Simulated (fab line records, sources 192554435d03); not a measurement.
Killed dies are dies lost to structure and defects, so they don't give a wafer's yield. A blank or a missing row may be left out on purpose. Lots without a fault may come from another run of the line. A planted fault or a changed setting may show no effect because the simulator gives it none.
Which tool did it? | flow n5_finfet | 8 lots, 22 wafers sampled, at 8 steps of a route of 1938

WHAT THE GAUGES READ, wafer by wafer
N5_BEOL_M1_OCD_MEAS_38. Usual: trench_depth_nm 55.3 nm, standard deviation 1.2.
lot  | measured     | on     | trench_depth_nm (nm) | flag
L136 | day 6 08:55  | ocd-01 | 55.4 54.5 54.6       |
L140 | day 7 08:17  | ocd-01 | - 54.7 56.3          |
L143 | day 8 02:29  | ocd-01 | 55.8 - 57.2          |
L148 | day 8 23:17  | ocd-01 | 54.6 57.1            |
L152 | day 10 13:11 | ocd-01 | 57.3 54.4            |
L157 | day 11 21:35 | ocd-01 | 55.6 54.6 55.5       |
L158 | day 12 00:42 | ocd-01 | 54.9 55.5 54.5       |
L159 | day 12 03:59 | ocd-01 | 53.7 54.2 53.0       |

N5_BEOL_M1_CD_MEAS_35: target cd 18 nm, target cd y 21 nm. Usual: cd_nm 18.1 nm, standard deviation 0.35.
lot  | measured     | on        | cd_nm (nm)     | flag
L136 | day 6 09:04  | cd_sem-01 | 18.3 18.0 18.2 |
L140 | day 7 08:26  | cd_sem-03 | - 17.9 18.0    |
L143 | day 8 02:38  | cd_sem-02 | 18.2 - 18.2    |
L148 | day 8 23:27  | cd_sem-01 | 18.5 17.7      |
L152 | day 10 13:20 | cd_sem-03 | 18.0 18.3      |
L157 | day 11 21:44 | cd_sem-03 | 17.9 17.8 18.4 |
L158 | day 12 00:51 | cd_sem-03 | 18.1 18.3 18.4 |
L159 | day 12 04:08 | cd_sem-01 | 18.0 18.3 17.3 |

N5_BEOL_M4_RC_MEAS_101. Usual: DIBL_N 36.6 mV/V, standard deviation 2.1; DIBL_P 36.3 mV/V, standard deviation 2.2; IOFF_N 0.16 nA/um, standard deviation 0.036; IOFF_P 0.21 nA/um, standard deviation 0.038; ION_N 671 uA/um, standard deviation 12; ION_P 460 uA/um, standard deviation 7.5; SS_N 71.8 mV/dec, standard deviation 0.72; SS_P 73.3 mV/dec, standard deviation 0.72; VT_N 250 mV, standard deviation 3.2; VT_P -250 mV, standard deviation 3.5.
lot  | measured     | on        | DIBL_N (mV/V)  | DIBL_P (mV/V)  | IOFF_N (nA/um) | IOFF_P (nA/um) | ION_N (uA/um) | ION_P (uA/um) | SS_N (mV/dec)  | SS_P (mV/dec)  | VT_N (mV)   | VT_P (mV)      | flag
L136 | day 7 18:29  | prober-02 | 40.1 35.0 37.9 | 39.8 35.4 38.1 | 0.20 0.12 0.16 | 0.21 0.16 0.19 | 675 655 669   | 456 453 456   | 72.6 71.2 71.4 | 73.9 72.8 73.9 | 248 253 252 | -254 -257 -257 |
L140 | day 8 17:52  | prober-01 | 34.7 33.8      | 33.7 33.0      | 0.13 0.11      | 0.17 0.15      | 654 656       | 451 454       | 71.3 70.9      | 72.3 72.3      | 252 252     | -252 -255      |
L143 | day 9 20:33  | prober-02 | 38.0 40.2      | 36.7 38.5      | 0.17 0.21      | 0.23 0.26      | 659 673       | 459 461       | 72.0 72.8      | 73.5 73.4      | 249 245     | -247 -247      |
L148 | day 10 11:11 | prober-01 | 36.3 38.9      | 36.0 39.8      | 0.15 0.22      | 0.20 0.26      | 648 677       | 449 462       | 71.5 72.6      | 72.8 73.6      | 251 246     | -248 -245      |
L152 | day 12 03:55 | prober-01 | 34.9 40.3      | 32.9 40.3      | 0.12 0.23      | 0.14 0.26      | 655 696       | 446 465       | 71.3 72.1      | 72.5 75.3      | 257 245     | -259 -249      |
L157 | day 13 02:57 | prober-01 | 37.2 33.6 34.7 | 35.3 32.8 33.9 | 0.16 0.12 0.14 | 0.24 0.21 0.21 | 658 666 667   | 456 468 469   | 72.2 70.6 70.3 | 73.5 72.2 72.7 | 251 255 247 | -246 -249 -246 |
L158 | day 13 11:47 | prober-01 | 36.2 36.7 34.0 | 34.9 35.4 31.1 | 0.14 0.14 0.10 | 0.17 0.19 0.13 | 672 673 659   | 461 463 451   | 71.9 71.5 70.7 | 72.5 73.0 71.5 | 251 250 254 | -255 -253 -258 |
L159 | day 13 12:16 | prober-02 | 35.4 36.7 36.5 | 34.1 37.2 36.3 | 0.15 0.17 0.16 | 0.20 0.27 0.23 | 671 686 678   | 462 478 467   | 70.7 71.8 71.5 | 73.4 73.5 74.0 | 250 247 249 | -248 -245 -246 |

WHICH TOOL RAN EACH LOT (tool, then ch and the chambers of the sampled wafers, then the start)
lot  | N5_BEOL_M1_PECVD_72             | N5_BEOL_M1_HM_DEP_02         | N5_BEOL_M1_STRIP_66                | N5_BEOL_M1_DESCUM_33               | N5_BEOL_M1_ETCHBACK_99
L136 | pecvd-01 ch 0,1,2, day 6 05:13  | pvd_sputter-02, day 6 06:02  | rie_diel-03 ch 0,1,3, day 6 07:07  | rie_diel-06 ch 0,1,2, day 6 08:14  | rie_diel-06 ch 0,1,2, day 6 08:31
L140 | pecvd-03 ch 0,1, day 7 02:26    | pvd_sputter-02, day 7 03:58  | rie_diel-03 ch 1,3, day 7 04:49    | rie_diel-03 ch 0,1,3, day 7 05:33  | rie_diel-03 ch 0,1, day 7 07:53
L143 | pecvd-02 ch 0,2, day 7 17:35    | pvd_sputter-02, day 7 19:29  | rie_diel-06 ch 0,1, day 7 20:13    | rie_diel-05 ch 2,3, day 7 20:52    | rie_diel-05 ch 0,1, day 8 02:05
L148 | pecvd-03 ch 0,2, day 8 19:32    | pvd_sputter-01, day 8 20:19  | rie_diel-06 ch 0,3, day 8 21:03    | rie_diel-03 ch 0,1, day 8 21:50    | rie_diel-05 ch 0,3, day 8 22:54
L152 | pecvd-02 ch 1,2, day 10 05:48   | pvd_sputter-02, day 10 06:58 | rie_diel-05 ch 1,3, day 10 08:22   | rie_diel-03 ch 0,3, day 10 09:25   | rie_diel-05 ch 0,3, day 10 12:48
L157 | pecvd-01 ch 0,1,2, day 11 05:31 | pvd_sputter-01, day 11 06:55 | rie_diel-05 ch 1,2, day 11 11:00   | rie_diel-05 ch 0,1,2, day 11 12:37 | rie_diel-06 ch 0,2, day 11 21:11
L158 | pecvd-03 ch 0,1,2, day 11 17:46 | pvd_sputter-02, day 11 18:34 | rie_diel-06 ch 1,2,3, day 11 19:17 | rie_diel-03 ch 1,2,3, day 11 19:58 | rie_diel-06 ch 0,2,3, day 12 00:18
L159 | pecvd-01 ch 0,1, day 11 23:04   | pvd_sputter-01, day 12 00:56 | rie_diel-03 ch 0,1, day 12 01:39   | rie_diel-03 ch 1,3, day 12 02:43   | rie_diel-06 ch 1,2, day 12 03:35
- N5_BEOL_M1_PECVD_72: deposits SiO2 from TEOS/O2, target thk 16 nm, time 18 s.
- N5_BEOL_M1_HM_DEP_02: deposits TiN, target thk 20 nm.
- N5_BEOL_M1_STRIP_66: strips in CF4.
- N5_BEOL_M1_DESCUM_33: chemistry O2, time 7 s.
- N5_BEOL_M1_ETCHBACK_99: etches SiO2 in CHF3, target depth 5 nm, time 10.4 s.

WHAT THE TOOLS THEMSELVES READ (means of the sampled wafers that have a number; where no wafer has one, the mark that the record gives instead)
N5_BEOL_M1_PECVD_72. Usual: chamber_pressure_Torr 5.498 Torr, standard deviation 0.012; heater_power_w 734 W, standard deviation 66; showerhead_plenum_p_Torr 8.77 Torr, standard deviation 0.067; throttle_valve_pct 21.9 %, standard deviation 0.95.
lot  | tool     | chamber_pressure_Torr (Torr) | heater_power_w (W) | showerhead_plenum_p_Torr (Torr) | throttle_valve_pct (%) | flag
L136 | pecvd-01 | 5.494                        | 734                | 8.78                            | 21.5                   |
L140 | pecvd-03 | 5.510                        | 751                | 8.86                            | 22.2                   |
L143 | pecvd-02 | 5.504                        | 684                | 8.71                            | 20.6                   |
L148 | pecvd-03 | 5.498                        | 778                | 8.79                            | 22.0                   |
L152 | pecvd-02 | 5.500                        | 716                | 8.69                            | 21.6                   |
L157 | pecvd-01 | 5.507                        | 749                | 8.78                            | 21.8                   |
L158 | pecvd-03 | 5.494                        | 762                | 8.79                            | 22.7                   |
L159 | pecvd-01 | 5.497                        | 660                | 8.79                            | 22.1                   |

N5_BEOL_M1_HM_DEP_02. Usual: chamber_pressure_pa 0.5000 Pa, standard deviation 0.00099; throttle_valve_pct 29.8 %, standard deviation 1.
lot  | tool           | chamber_pressure_pa (Pa) | throttle_valve_pct (%) | flag
L136 | pvd_sputter-02 | 0.5009                   | 30.1                   |
L140 | pvd_sputter-02 | 0.5001                   | 29.7                   |
L143 | pvd_sputter-02 | 0.5005                   | 30.4                   |
L148 | pvd_sputter-01 | 0.4996                   | 30.3                   |
L152 | pvd_sputter-02 | 0.4995                   | 30.1                   |
L157 | pvd_sputter-01 | 0.5000                   | 29.5                   |
L158 | pvd_sputter-02 | 0.4989                   | 29.4                   |
L159 | pvd_sputter-01 | 0.5004                   | 28.5                   |

N5_BEOL_M1_STRIP_66. Usual: drypump_motor_current_A 5.7 A, standard deviation 0.31; oes_product_au 0.76 a.u., standard deviation 0.072; rf_vpp_V 271.0 V, standard deviation 1.4; showerhead_plenum_p_Torr 1.80 Torr, standard deviation 0.052; throttle_valve_pct 13.68 %, standard deviation 0.18.
lot  | tool        | drypump_motor_current_A (A) | oes_product_au (a.u.) | rf_vpp_V (V) | showerhead_plenum_p_Torr (Torr) | throttle_valve_pct (%) | flag
L136 | rie_diel-03 | 5.6                         | 0.73                  | 270.2        | 1.77                            | 13.72                  |
L140 | rie_diel-03 | 5.6                         | 0.73                  | 270.2        | 1.78                            | 13.70                  |
L143 | rie_diel-06 | 5.9                         | 0.74                  | 272.0        | 1.85                            | 13.79                  |
L148 | rie_diel-06 | 5.8                         | 0.80                  | 270.6        | 1.81                            | 13.73                  |
L152 | rie_diel-05 | 5.9                         | 0.79                  | 271.2        | 1.85                            | 13.50                  |
L157 | rie_diel-05 | 5.7                         | 0.79                  | 271.5        | 1.80                            | 13.44                  |
L158 | rie_diel-06 | 5.7                         | 0.75                  | 271.3        | 1.82                            | 13.71                  |
L159 | rie_diel-03 | 5.9                         | 0.68                  | 269.2        | 1.74                            | 13.88                  |

N5_BEOL_M1_DESCUM_33. Usual: drypump_motor_current_A 5.7 A, standard deviation 0.32; o2_flow_sccm 225.0 sccm, standard deviation 0.65; oes_product_au 0.76 a.u., standard deviation 0.078; rf_vpp_V 243.1 V, standard deviation 1.3; showerhead_plenum_p_Torr 2.09 Torr, standard deviation 0.073; throttle_valve_pct 20.50 %, standard deviation 0.19.
lot  | tool        | drypump_motor_current_A (A) | o2_flow_sccm (sccm) | oes_product_au (a.u.) | rf_vpp_V (V) | showerhead_plenum_p_Torr (Torr) | throttle_valve_pct (%) | flag
L136 | rie_diel-06 | 5.7                         | 224.7               | 0.73                  | 242.9        | 2.13                            | 20.58                  |
L140 | rie_diel-03 | 5.6                         | 225.7               | 0.73                  | 242.4        | 2.05                            | 20.51                  |
L143 | rie_diel-05 | 5.9                         | 225.0               | 0.91                  | 244.0        | 2.19                            | 20.39                  |
L148 | rie_diel-03 | 5.8                         | 224.5               | 0.70                  | 241.8        | 2.03                            | 20.56                  |
L152 | rie_diel-03 | 5.3                         | 226.0               | 0.71                  | 242.8        | 2.06                            | 20.48                  |
L157 | rie_diel-05 | 5.7                         | 225.3               | 0.77                  | 243.1        | 2.06                            | 20.32                  |
L158 | rie_diel-03 | 5.6                         | 224.9               | 0.76                  | 242.6        | 2.10                            | 20.51                  |
L159 | rie_diel-03 | 5.6                         | 225.7               | 0.71                  | 242.7        | 2.04                            | 20.55                  |

N5_BEOL_M1_ETCHBACK_99. Usual: drypump_motor_current_A 5.76 A, standard deviation 0.24; oes_product_au 0.77 a.u., standard deviation 0.078; rf_vpp_V 241 V, standard deviation 4.7; showerhead_plenum_p_Torr 2.16 Torr, standard deviation 0.064; throttle_valve_pct 17.14 %, standard deviation 0.18.
lot  | tool        | drypump_motor_current_A (A) | oes_product_au (a.u.) | rf_vpp_V (V) | showerhead_plenum_p_Torr (Torr) | throttle_valve_pct (%) | flag
L136 | rie_diel-06 | 5.75                        | 0.72                  | 239          | 2.17                            | 17.11                  |
L140 | rie_diel-03 | 5.68                        | 0.57                  | 244          | 2.11                            | 17.19                  |
L143 | rie_diel-05 | 5.80                        | 0.59                  | 241          | 2.09                            | 17.08                  |
L148 | rie_diel-05 | 6.00                        | 0.83                  | 244          | 2.17                            | 17.21                  |
L152 | rie_diel-05 | 5.97                        | 0.81                  | 242          | 2.17                            | 17.24                  |
L157 | rie_diel-06 | 5.73                        | 0.71                  | 237          | 2.13                            | 17.22                  |
L158 | rie_diel-06 | 5.70                        | 0.75                  | 238          | 2.15                            | 17.20                  |
L159 | rie_diel-06 | 5.76                        | 0.70                  | 242          | 2.18                            | 17.14                  |

THE ANSWER, worked out from the rows above alone
Rule: a lot is off if the mean of its wafers that have a number lies more than 3 standard deviations from the usual mean. A lot without any number at a reading at which 4 lots or more have one is off too. The other lots that the step has rows for count as sound. The gauges are gone through in route order, then the tools' own readings, and for those a lot's mean is taken as printed above. The first step at which some lot is off is used, and at that step the reading that is off furthest; a lot without a number counts as furthest.
No lot is off at any reading shown: from this, nothing can be told.

WHAT THE SIMULATOR HAD PUT IN
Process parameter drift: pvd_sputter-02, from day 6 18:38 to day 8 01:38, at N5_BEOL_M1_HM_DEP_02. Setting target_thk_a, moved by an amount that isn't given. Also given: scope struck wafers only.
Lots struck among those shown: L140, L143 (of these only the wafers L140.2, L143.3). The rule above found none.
